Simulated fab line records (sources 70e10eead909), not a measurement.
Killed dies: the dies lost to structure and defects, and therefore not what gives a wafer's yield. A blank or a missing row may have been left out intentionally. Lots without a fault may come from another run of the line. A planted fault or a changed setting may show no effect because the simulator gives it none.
Which of the tools did it?    flow nand-harc    Sampling: 13 lots, 37 wafers, 5 of 1159 route steps

== WHAT THE GAUGES SHOWED, per wafer ==
NHARC_END_SORT_01.
lot   measured      on         killed-at-array  killed-at-other  killed-at-periphery  killed-dies  killed-open  killed-short
L650  day 23 11:47  prober-02  672              1                4                    677          4            1

== EACH LOT AND THE TOOL THAT RAN IT (in order: tool; ch and the chambers of the sampled wafers; start) ==
lot   NHARC_A_STAIRCASE_ETCH_21                      NHARC_A_STAIRCASE_TRIM_24                      NHARC_A_STAIRCASE_ETCH_194                     NHARC_A_STAIRCASE_ETCH_201
L639  rie-diel-01 ch 0,2,3, day 11 13:17 or earlier  rie-diel-01 ch 0,1,3, day 11 13:17 or earlier  rie-diel-01 ch 0,1,2, day 11 13:17 or earlier  rie-diel-01 ch 0,1,3, day 11 13:17
L640  rie-diel-08 ch 1,3, day 11 13:34 or earlier    rie-diel-08 ch 2,3, day 11 13:34 or earlier    rie-diel-02 ch 0,1,2, day 11 13:34 or earlier  rie-diel-02 ch 0,1,2, day 11 13:34
L643  rie-diel-01 ch 0,1,3, day 11 21:26 or earlier  rie-diel-01 ch 2,3, day 11 21:26 or earlier    rie-diel-01 ch 0,1, day 11 21:26 or earlier    rie-diel-01 ch 0,1,2, day 11 21:26
L642  rie-diel-01 ch 0,1,2, day 11 23:05 or earlier  rie-diel-01 ch 1,2, day 11 23:05 or earlier    rie-diel-01 ch 0,1,2, day 11 23:05 or earlier  rie-diel-02 ch 0,1,2, day 11 23:05
L641  rie-diel-01 ch 0,1, day 12 03:13 or earlier    rie-diel-01 ch 0,1, day 12 03:13 or earlier    rie-diel-08 ch 0,1, day 12 03:13 or earlier    rie-diel-02 ch 2,3, day 12 03:13
L644  rie-diel-01 ch 1,2,3, day 12 07:52 or earlier  rie-diel-01 ch 1,2, day 12 07:52 or earlier    rie-diel-01 ch 1,3, day 12 07:52 or earlier    rie-diel-01 ch 1,2,3, day 12 07:52
L645  rie-diel-01 ch 0,3, day 13 03:28 or earlier    rie-diel-01 ch 1,2, day 13 03:28 or earlier    rie-diel-02 ch 0,2,3, day 13 03:28 or earlier  rie-diel-02 ch 1,2,3, day 13 03:28
L649  rie-diel-01 ch 1,2, day 13 07:56 or earlier    rie-diel-01 ch 0,1, day 13 07:56 or earlier    rie-diel-08 ch 0,3, day 13 07:56 or earlier    rie-diel-02 ch 2,3, day 13 07:56
L650  rie-diel-02 ch 0, day 14 16:15 or earlier      rie-diel-02 ch 2, day 14 16:15 or earlier      rie-diel-02 ch 1, day 14 16:15 or earlier      rie-diel-02 ch 0, day 14 16:15
L657  rie-diel-08 ch 0,3, day 15 08:20 or earlier    rie-diel-08 ch 0,2, day 15 08:20 or earlier    rie-diel-08 ch 0,1,2, day 15 08:20 or earlier  rie-diel-08 ch 1,2, day 15 08:20
L659  rie-diel-08 ch 0,2,3, day 16 00:15 or earlier  rie-diel-08 ch 0,3, day 16 00:15 or earlier    rie-diel-08 ch 0,1, day 16 00:15 or earlier    rie-diel-08 ch 0,2,3, day 16 00:15
L658  rie-diel-02 ch 0,1,2, day 16 03:44 or earlier  rie-diel-02 ch 0,1,2, day 16 03:44 or earlier  rie-diel-08 ch 1,3, day 16 03:44 or earlier    rie-diel-01 ch 0,1,3, day 16 03:44
L662  rie-diel-08 ch 1,2, day 16 18:57 or earlier    rie-diel-08 ch 0,1,3, day 16 18:57 or earlier  rie-diel-08 ch 0,1,2, day 16 18:57 or earlier  rie-diel-08 ch 0,1,3, day 16 18:57
- NHARC_A_STAIRCASE_ETCH_21: etches the open film in C4F8/O2, target depth 100 nm, time 40.5 s.
- NHARC_A_STAIRCASE_TRIM_24: chemistry O2, time 211.2 s.
- NHARC_A_STAIRCASE_ETCH_194: etches the open film in C4F8/O2, target depth 100 nm, time 40.5 s.
- NHARC_A_STAIRCASE_ETCH_201: etches the open film in C4F8/O2, target depth 100 nm, time 40.5 s.

== AS READ BY THE TOOLS THEMSELVES (means over the sampled wafers that have a number; for cases with no such wafer, the mark the record gives instead) ==
NHARC_A_STAIRCASE_ETCH_21.
lot   tool         oes-product-au (a.u.)  rf-vpp-V (V)
L639  rie-diel-01  0.942                  893
L640  rie-diel-08  0.931                  898
L643  rie-diel-01  0.929                  895
L642  rie-diel-01  0.935                  896
L641  rie-diel-01  0.940                  894
L644  rie-diel-01  0.933                  895
L645  rie-diel-01  0.918                  891
L649  rie-diel-01  0.936                  897
L650  rie-diel-02  0.952                  896
L657  rie-diel-08  0.922                  892
L659  rie-diel-08  0.941                  896
L658  rie-diel-02  0.930                  895
L662  rie-diel-08  0.947                  897

NHARC_A_STAIRCASE_TRIM_24.
lot   tool         drypump-motor-current-A (A)  oes-product-au (a.u.)  rf-vpp-V (V)  showerhead-plenum-p-Torr (Torr)  throttle-valve-pct (%)
L639  rie-diel-01  5.9                          0.984                  57.0          3.47                             17.042
L640  rie-diel-08  5.7                          0.992                  59.0          3.64                             17.040
L643  rie-diel-01  5.8                          0.988                  57.2          3.44                             17.037
L642  rie-diel-01  5.8                          0.994                  57.4          3.58                             17.032
L641  rie-diel-01  6.3                          0.990                  58.0          3.51                             17.035
L644  rie-diel-01  5.8                          0.997                  58.0          3.58                             17.033
L645  rie-diel-01  5.8                          0.996                  58.1          3.53                             17.043
L649  rie-diel-01  6.3                          0.997                  57.8          3.50                             17.038
L650  rie-diel-02  5.9                          0.994                  58.6          3.38                             17.049
L657  rie-diel-08  6.0                          0.994                  58.9          3.53                             17.025
L659  rie-diel-08  5.8                          1.006                  57.3          3.42                             17.032
L658  rie-diel-02  5.7                          0.995                  57.4          3.51                             17.040
L662  rie-diel-08  5.5                          1.001                  57.0          3.45                             17.040

NHARC_A_STAIRCASE_ETCH_194.
lot   tool         oes-product-au (a.u.)  rf-vpp-V (V)
L639  rie-diel-01  0.932                  896
L640  rie-diel-02  0.946                  895
L643  rie-diel-01  0.930                  895
L642  rie-diel-01  0.932                  896
L641  rie-diel-08  0.936                  892
L644  rie-diel-01  0.942                  893
L645  rie-diel-02  0.936                  894
L649  rie-diel-08  0.932                  893
L650  rie-diel-02  0.928                  900
L657  rie-diel-08  0.927                  893
L659  rie-diel-08  0.944                  891
L658  rie-diel-08  0.926                  897
L662  rie-diel-08  0.951                  893

NHARC_A_STAIRCASE_ETCH_201.
lot   tool         oes-product-au (a.u.)  rf-vpp-V (V)
L639  rie-diel-01  0.944                  896
L640  rie-diel-02  0.940                  897
L643  rie-diel-01  0.926                  897
L642  rie-diel-02  0.944                  896
L641  rie-diel-02  0.944                  892
L644  rie-diel-01  0.938                  895
L645  rie-diel-02  0.940                  895
L649  rie-diel-02  0.938                  893
L650  rie-diel-02  0.753                  897
L657  rie-diel-08  0.939                  895
L659  rie-diel-08  0.923                  895
L658  rie-diel-01  0.947                  894
L662  rie-diel-08  0.932                  892

== THE ANSWER, worked out from the rows above alone ==
Rule: usual is defined by the lots themselves. The widest of any qualifying gaps counts: lots, ordered by their means at a reading, are off when they make up no more than a third of the lots, leave a main group of 4 or more, and stand apart from it by 3 or more times the standard deviation of that group's means. The tables above print the reading to a certain number of digits; a main group whose means all agree to those digits is not used. Also off: a lot with no number at a reading for which 4 or more lots have one. All remaining lots with rows at the step are treated as sound. After the gauges, taken in route order, come the tools' own readings; for these a lot's mean is taken, as printed above. At the first step where some lot is off, the reading lying furthest off is the one used; lots without a number count as furthest.
Off, at NHARC_A_STAIRCASE_ETCH_201 on oes-product-au: L650. Main group: mean 0.938 a.u., sd 0.0071.
If a tool, at that step or one of the process steps before it, ran each lot that is off and ran no sound lot following the first of them, it fits. NHARC_A_STAIRCASE_ETCH_21: start missing for some lots; hours and lot order therefore follow NHARC_A_STAIRCASE_ETCH_201. NHARC_A_STAIRCASE_TRIM_24: start missing for some lots; hours and lot order therefore follow NHARC_A_STAIRCASE_ETCH_201. NHARC_A_STAIRCASE_ETCH_194: start missing for some lots; hours and lot order therefore follow NHARC_A_STAIRCASE_ETCH_201. One candidate fits, namely rie-diel-02 at NHARC_A_STAIRCASE_ETCH_194 and NHARC_A_STAIRCASE_ETCH_201. At NHARC_A_STAIRCASE_ETCH_194 its last sound lot is L645 (day 13 03:28), its first lot that is off L650 (day 14 16:15): a fault that began between those two fits.

== WHAT WAS PUT IN BY THE SIMULATOR ==
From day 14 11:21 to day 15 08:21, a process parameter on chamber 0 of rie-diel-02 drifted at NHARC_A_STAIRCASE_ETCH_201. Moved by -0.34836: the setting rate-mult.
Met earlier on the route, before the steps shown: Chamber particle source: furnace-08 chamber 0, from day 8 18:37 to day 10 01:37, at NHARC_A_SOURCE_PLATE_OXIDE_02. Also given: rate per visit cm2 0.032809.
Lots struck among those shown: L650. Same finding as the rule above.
